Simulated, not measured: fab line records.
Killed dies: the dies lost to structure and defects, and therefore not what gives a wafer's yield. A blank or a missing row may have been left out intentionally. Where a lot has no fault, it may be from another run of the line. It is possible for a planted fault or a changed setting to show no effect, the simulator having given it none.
Split-lot experiment	flow n5-finfet	route with 1938 steps; 7 lots, 39 wafers read

== SPLIT DETAILS ==
At N5_SDB_CUT_ETCH_26 (etches Si in HBr/Cl2/O2, target depth 129.6 nm, bt time 20 s, time 51.8 s), the setting target-depth-a was moved away from the recipe's 1296 angstrom on 15 of the 39 wafers read, by -33.1% to +51.2%. For the rest of the wafers, this setting stayed at what the recipe calls for.

Reading taken at the split's own step.

== THE READING ==
SiNx_of_SDB_HM_DEP_00.thk-nm (the simulator's own value, which no gauge read), in nm, at N5_SDB_CUT_ETCH_26 (etches Si in HBr/Cl2/O2, target depth 129.6 nm, bt time 20 s, time 51.8 s). The file does not state a usual value for it. The 24 wafers here that ran the recipe average 21.8 nm, standard deviation 0.45 nm.

wafer	tool, chamber at the split	target-depth-a as run, angstrom	against the recipe	SiNx_of_SDB_HM_DEP_00.thk-nm, nm	against lot-mates on the recipe
L075.1	rie-si-03, 2	1296	recipe	21.2	-
L075.3	rie-si-03, 1	1296	recipe	22.2	-
L075.4	rie-si-03, 3	1296	recipe	22.4	-
L081.1	rie-si-03, 0	1959	+51.2%	13.4	-8.3
L081.2	rie-si-03, 3	1296	recipe	21.6	-
L081.3	rie-si-03, 1	1959	+51.2%	13.6	-8.1
L081.4	rie-si-03, 2	1296	recipe	21.2	-
L081.5	rie-si-03, 0	1959	+51.2%	13.8	-7.9
L081.6	rie-si-03, 1	1296	recipe	22.2	-
L082.1	rie-si-06, 2	1296	recipe	22.2	-
L082.2	rie-si-06, 3	1594	+23.0%	17	-4.8
L082.3	rie-si-06, 0	1594	+23.0%	17.8	-4.0
L082.4	rie-si-06, 3	1296	recipe	21.2	-
L082.5	rie-si-06, 2	1594	+23.0%	19	-2.8
L082.6	rie-si-06, 0	1296	recipe	22	-
L086.1	rie-si-03, 3	1296	recipe	21.4	-
L086.2	rie-si-03, 0	866.5	-33.1%	27.2	+5.5
L086.3	rie-si-03, 1	866.5	-33.1%	26.6	+4.9
L086.4	rie-si-03, 2	1296	recipe	21.6	-
L086.5	rie-si-03, 0	866.5	-33.1%	27.8	+6.1
L086.6	rie-si-03, 1	1296	recipe	22	-
L089.1	rie-si-03, 3	1296	recipe	21.2	-
L089.2	rie-si-03, 2	1696	+30.9%	16.4	-5.1
L089.3	rie-si-03, 0	1296	recipe	21.4	-
L089.4	rie-si-03, 1	1696	+30.9%	17.6	-3.9
L089.5	rie-si-03, 1	1696	+30.9%	17.6	-3.9
L089.6	rie-si-03, 2	1296	recipe	21.8	-
L091.1	rie-si-06, 3	1296	recipe	21.2	-
L091.2	rie-si-06, 2	1818	+40.3%	14.6	-7.3
L091.3	rie-si-06, 0	1818	+40.3%	15.2	-6.7
L091.4	rie-si-06, 0	1818	+40.3%	15.4	-6.5
L091.5	rie-si-06, 3	1296	recipe	22.2	-
L091.6	rie-si-06, 2	1296	recipe	22.2	-
L094.1	rie-si-03, 1	1296	recipe	21.6	-
L094.2	rie-si-03, 2	1296	recipe	21.4	-
L094.3	rie-si-03, 3	1296	recipe	22.2	-
L094.4	rie-si-03, 0	1296	recipe	22.8	-
L094.5	rie-si-03, 2	1296	recipe	22	-
L094.6	rie-si-03, 3	1296	recipe	21.8	-

THE FIT
A straight line over all 39 wafers: SiNx_of_SDB_HM_DEP_00.thk-nm changes by -0.161 nm for each +1% of target-depth-a; r = -0.99; the points scatter about the line by 0.51 nm.
The same after taking each lot's own level away (the mean of its wafers on the recipe; 39 wafers): -0.161 nm for each +1%; r = -0.99; scatter 0.53 nm.
Per that fit: largest target-depth-a move, reading shift of 8.2 nm.
From 21.47 to 21.97 nm: that is the span of the lots' own levels, equal to 1.1 times the standard deviation above.
The two slopes are in agreement: the lot-to-lot level therefore moves the slope only a little.
Check: -8.16 nm against its lot-mates is what the line predicts for one of the wafers moved furthest among these (+51.2%) when that wafer is left out of the fit. It came out at -8.27 nm against them.

== THE OTHER SPLITS THESE WAFERS WENT THROUGH ==
Before the reading, these wafers also passed through other splits. Each is held against what the fit with the lots' levels taken away leaves over:
other split on the same wafers	wafers away from the commonest value	r with SiNx_of_SDB_HM_DEP_00.thk-nm (lot level and that fit taken away)
N5_PMOS_HMC_CHANNEL_EPI_DEVELOP_08 develop-time-s	18	+0.04
N5_SD_EPI_N_DEVELOP_08 develop-time-s	15	-0.10

== THE WHOLE CHAIN: every reading that the file lists as answering this split, in the file's order ==
step	what it does	reading	change (the file's fit)	r (the file's)
N5_SDB_CUT_ETCH_26	etches Si in HBr/Cl2/O2, target depth 129.6 nm, bt time 20 s, time 51.8 s	etch.depth-nm (the simulator's own value, which no gauge read)	+1.27 nm for each +1% of the setting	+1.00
N5_SDB_CUT_ETCH_26	etches Si in HBr/Cl2/O2, target depth 129.6 nm, bt time 20 s, time 51.8 s	SDB.feature-depth-nm (the simulator's own value, which no gauge read)	+1.27 nm for each +1% of the setting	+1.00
N5_SDB_CUT_ETCH_26	etches Si in HBr/Cl2/O2, target depth 129.6 nm, bt time 20 s, time 51.8 s	SiNx_of_SDB_HM_DEP_00.thk-nm (the simulator's own value, which no gauge read)	-0.16 nm for each +1% of the setting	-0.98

== THE FILE'S OWN FIT ==
SiNx_of_SDB_HM_DEP_00.thk-nm changes by -0.16 nm for each +1% of target-depth-a, r = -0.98.
